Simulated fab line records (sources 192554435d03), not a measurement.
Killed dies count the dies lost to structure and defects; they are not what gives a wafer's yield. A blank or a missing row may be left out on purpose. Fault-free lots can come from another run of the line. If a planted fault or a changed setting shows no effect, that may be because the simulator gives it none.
Matching of chambers | flow n5Finfet | 4 sister chambers for N5_SDB_HM_OPEN_20 on rieDiel-05
The step chemistry CH3F/O2, target SiNx, stops on poly-Si, target depth 24 nm. 7 wafers are shown with their chamber, then 7 later ones without.

WAFERS, EACH WITH ITS CHAMBER
wafer  | chamber | drypumpMotorCurrentA (A) | throttleValvePct (%)
L077.6 | 0       | 5.1                      | 16.30
L080.4 | 2       | 5.1                      | 16.36
L083.2 | 1       | 6.0                      | 16.42
L083.5 | 2       | 5.1                      | 16.39
L083.6 | 1       | 6.0                      | 16.42
L088.2 | 3       | 5.8                      | 16.75
L088.4 | 3       | 5.7                      | 16.74

WAFERS WITH NO CHAMBER GIVEN
wafer  | drypumpMotorCurrentA (A) | throttleValvePct (%)
L088.6 | 6.0                      | 16.43
L091.1 | 5.2                      | 16.42
L091.4 | 5.7                      | 16.76
L091.6 | 5.1                      | 16.35
L094.1 | 5.2                      | 16.45
L094.5 | 5.1                      | 16.36
L094.6 | 5.7                      | 16.79

WHICH CHAMBER EACH WENT THROUGH
wafer  | from the rows above     | in truth
L088.6 | 1                       | 1
L091.1 | 2                       | 2
L091.4 | 3                       | 3
L091.6 | can't be placed: 2 or 0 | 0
L094.1 | 2                       | 2
L094.5 | 2                       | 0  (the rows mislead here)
L094.6 | 3                       | 3
Correct placement for 5 of the 7. Cannot be placed on the basis of these rows: 1; the candidates contain the true chamber in 1. 1 placed wrongly.
How it was worked out, from the rows above alone: a wafer's distance from a chamber is the root of the sum, over the readings, of the square of ((its reading less the chamber's mean) divided by the reading's scatter). If the next closest chamber is less than 2 further off than the closest, the wafer can't be placed; otherwise it belongs to the closest. Each chamber's mean is taken over the wafers shown for it. The scatter: take each reading less its chamber's mean, square it, sum over the shown wafers, divide by the number of wafers less the number of chambers, and take the root.
